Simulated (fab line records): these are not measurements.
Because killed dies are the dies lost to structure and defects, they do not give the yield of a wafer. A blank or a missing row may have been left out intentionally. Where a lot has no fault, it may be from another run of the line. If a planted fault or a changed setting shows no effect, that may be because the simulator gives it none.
Split-lot trial    flow n5Finfet    7 lots, 39 wafers read, on a route of 1938 steps

== SPLIT DETAILS ==
At N5_SD_EPI_N_ETCH_45 (etches SiOCN in CH3F/O2, target depth 6 nm), the setting targetDepthA was moved away from the recipe's 60 angstrom on 12 of the 39 wafers read, by -9.5% to +5.3%. All remaining wafers had this setting at the recipe value.

Reading taken at the split's own step.

== THE READING ==
etch.depthNm (the simulator's own value, which no gauge read), in nm, at N5_SD_EPI_N_ETCH_45 (etches SiOCN in CH3F/O2, target depth 6 nm). No usual value for it is given in the file. Here, 27 wafers ran the recipe; their average is 5.970 nm with a standard deviation of 0.069 nm.

wafer   tool, chamber at the split  targetDepthA as run, angstrom  against the recipe  etch.depthNm, nm  against lot-mates on the recipe
L074.1  rieDiel-06, 2               60                             recipe              5.965             -
L074.2  rieDiel-06, 0               60                             recipe              5.942             -
L074.6  rieDiel-06, 0               60                             recipe              5.899             -
L075.1  rieDiel-06, 1               60                             recipe              5.899             -
L075.2  rieDiel-06, 2               63.16                          +5.3%               6.282             +0.373
L075.3  rieDiel-06, 3               63.16                          +5.3%               6.198             +0.289
L075.4  rieDiel-06, 0               60                             recipe              5.927             -
L075.5  rieDiel-06, 1               60                             recipe              5.901             -
L075.6  rieDiel-06, 2               63.16                          +5.3%               6.267             +0.358
L083.1  rieDiel-06, 2               57.15                          -4.7%               5.666             -0.261
L083.2  rieDiel-06, 3               57.15                          -4.7%               5.655             -0.272
L083.3  rieDiel-06, 0               60                             recipe              5.933             -
L083.4  rieDiel-06, 3               60                             recipe              5.886             -
L083.5  rieDiel-06, 0               60                             recipe              5.962             -
L083.6  rieDiel-06, 2               57.15                          -4.7%               5.653             -0.274
L084.1  rieDiel-06, 0               60                             recipe              5.977             -
L084.2  rieDiel-06, 2               60                             recipe              6.003             -
L084.3  rieDiel-06, 3               60                             recipe              5.927             -
L084.4  rieDiel-06, 1               60                             recipe              5.919             -
L084.5  rieDiel-06, 0               60                             recipe              6.023             -
L084.6  rieDiel-06, 1               60                             recipe              5.959             -
L085.1  rieDiel-04, 3               60                             recipe              6.069             -
L085.2  rieDiel-04, 0               60                             recipe              6.007             -
L085.3  rieDiel-04, 2               60                             recipe              5.878             -
L085.4  rieDiel-04, 1               60                             recipe              5.891             -
L085.5  rieDiel-04, 0               60                             recipe              5.943             -
L085.6  rieDiel-04, 3               60                             recipe              6.041             -
L087.1  rieDiel-06, 3               60                             recipe              6.02              -
L087.2  rieDiel-06, 0               60                             recipe              5.971             -
L087.3  rieDiel-06, 1               54.97                          -8.4%               5.451             -0.526
L087.4  rieDiel-06, 2               54.97                          -8.4%               5.454             -0.523
L087.5  rieDiel-06, 0               54.97                          -8.4%               5.47              -0.507
L087.6  rieDiel-06, 3               60                             recipe              5.941             -
L088.1  rieDiel-01, 2               60                             recipe              6.062             -
L088.2  rieDiel-01, 3               60                             recipe              6.086             -
L088.3  rieDiel-01, 1               54.27                          -9.5%               5.574             -0.529
L088.4  rieDiel-01, 3               54.27                          -9.5%               5.459             -0.644
L088.5  rieDiel-01, 2               54.27                          -9.5%               5.453             -0.650
L088.6  rieDiel-01, 1               60                             recipe              6.161             -

THE FIT
A straight line over all 39 wafers: etch.depthNm changes by +0.0552 nm for each +1% of targetDepthA; r = +0.96; the points scatter about the line by 0.067 nm.
The same after taking each lot's own level away (the mean of its wafers on the recipe; 39 wafers): +0.0627 nm for each +1%; r = +0.98; scatter 0.044 nm.
On that fit, the largest move of targetDepthA shifts the reading by 0.6 nm.
The lots' own levels span 5.9090 to 6.1030 nm, that is 2.8 times the standard deviation above.
Thus the slope moves with the lot-to-lot level: the two fits are different.
Check: with one of the wafers moved furthest among these (-9.5%) left out of the fit, the line predicts -0.607 nm for it against its lot-mates. Against them it came out at -0.529 nm.

== THESE WAFERS: OTHER SPLITS ==
Other splits were also applied to these wafers ahead of the reading. Each is held against what the fit with the lots' levels taken away leaves over:
other split on the same wafers    wafers away from the commonest value  r with etch.depthNm (lot level and that fit taken away)
N5_FIN_SAQP_MANDREL_ETCH_22 icpW  9                                     +0.12
N5_FIN_CUT_EXPOSE_05 doseMj       15                                    +0.04
N5_DUMMY_GATE_ETCH_32 timeS       12                                    -0.03

== FILE'S OWN FIT ==
etch.depthNm changes by +0.0624 nm for each +1% of targetDepthA, r = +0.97.
